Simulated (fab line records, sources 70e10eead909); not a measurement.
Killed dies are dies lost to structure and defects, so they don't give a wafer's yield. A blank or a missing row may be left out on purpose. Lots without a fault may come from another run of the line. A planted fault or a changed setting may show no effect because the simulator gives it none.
Which tool did it? | flow nand_harc | 24 lots, 72 wafers sampled, at 1 step of a route of 1302

WHAT THE GAUGES READ, wafer by wafer
NHARC_A_SLIT_CD_MEAS_21. Usual: cd_nm 289.5 nm, standard deviation 0.72.
lot  | measured     | on        | cd_nm (nm)        | flag
L074 | day 19 22:26 | cd_sem-03 | 289.5 288.7 289.4 |
L075 | day 20 22:10 | cd_sem-01 | 288.6 288.8 287.8 |
L078 | day 20 23:41 | cd_sem-01 | 290.2 289.8 289.5 |
L077 | day 21 02:04 | cd_sem-01 | 289.5 288.9 289.6 |
L079 | day 21 18:22 | cd_sem-03 | 289.3 289.1 289.5 |
L076 | day 21 19:35 | cd_sem-01 | 289.0 289.6 289.1 |
L080 | day 22 05:07 | cd_sem-02 | 288.9 288.2 288.7 |
L082 | day 23 03:57 | cd_sem-03 | 290.2 290.3 289.8 |
L081 | day 23 04:29 | cd_sem-02 | 289.4 289.2 289.3 |
L083 | day 24 00:14 | cd_sem-02 | 288.1 288.1 288.2 |
L084 | day 24 12:42 | cd_sem-02 | 289.3 289.6 289.8 |
L085 | day 24 14:29 | cd_sem-03 | 288.9 288.9 289.2 |
L086 | day 25 06:35 | cd_sem-02 | 288.4 289.2 289.2 |
L087 | day 25 11:11 | cd_sem-03 | 289.4 288.8 289.2 |
L089 | day 26 03:29 | cd_sem-01 | 290.1 289.4 289.9 |
L088 | day 26 09:20 | cd_sem-03 | 289.7 290.1 290.3 |
L090 | day 27 08:50 | cd_sem-01 | 290.1 289.9 290.4 |
L091 | day 27 12:34 | cd_sem-03 | 289.7 289.8 290.1 |
L092 | day 27 18:47 | cd_sem-03 | 290.5 290.3 290.3 |
L094 | day 28 06:45 | cd_sem-03 | 290.7 290.1 290.3 |
L095 | day 28 06:46 | cd_sem-02 | 290.6 289.9 290.0 |
L093 | day 28 21:44 | cd_sem-03 | 291.0 290.0 291.1 |
L096 | day 28 21:56 | cd_sem-01 | 289.8 289.9 289.6 |
L097 | day 29 14:51 | cd_sem-02 | 288.5 288.7 288.5 |

WHICH TOOL RAN EACH LOT (tool, then ch and the chambers of the sampled wafers, then the start)
The record holds no process step before these readings.

WHAT THE TOOLS THEMSELVES READ (means of the sampled wafers that have a number; where no wafer has one, the mark that the record gives instead)
The record holds no such reading with a usual standard deviation.

THE ANSWER, worked out from the rows above alone
Rule: a lot is off if the mean of its wafers that have a number lies more than 3 standard deviations from the usual mean. A lot without any number at a reading at which 4 lots or more have one is off too. The other lots that the step has rows for count as sound. The gauges are gone through in route order, then the tools' own readings, and for those a lot's mean is taken as printed above. The first step at which some lot is off is used, and at that step the reading that is off furthest; a lot without a number counts as furthest.
No lot is off at any reading shown: from this, nothing can be told.

WHAT THE SIMULATOR HAD PUT IN
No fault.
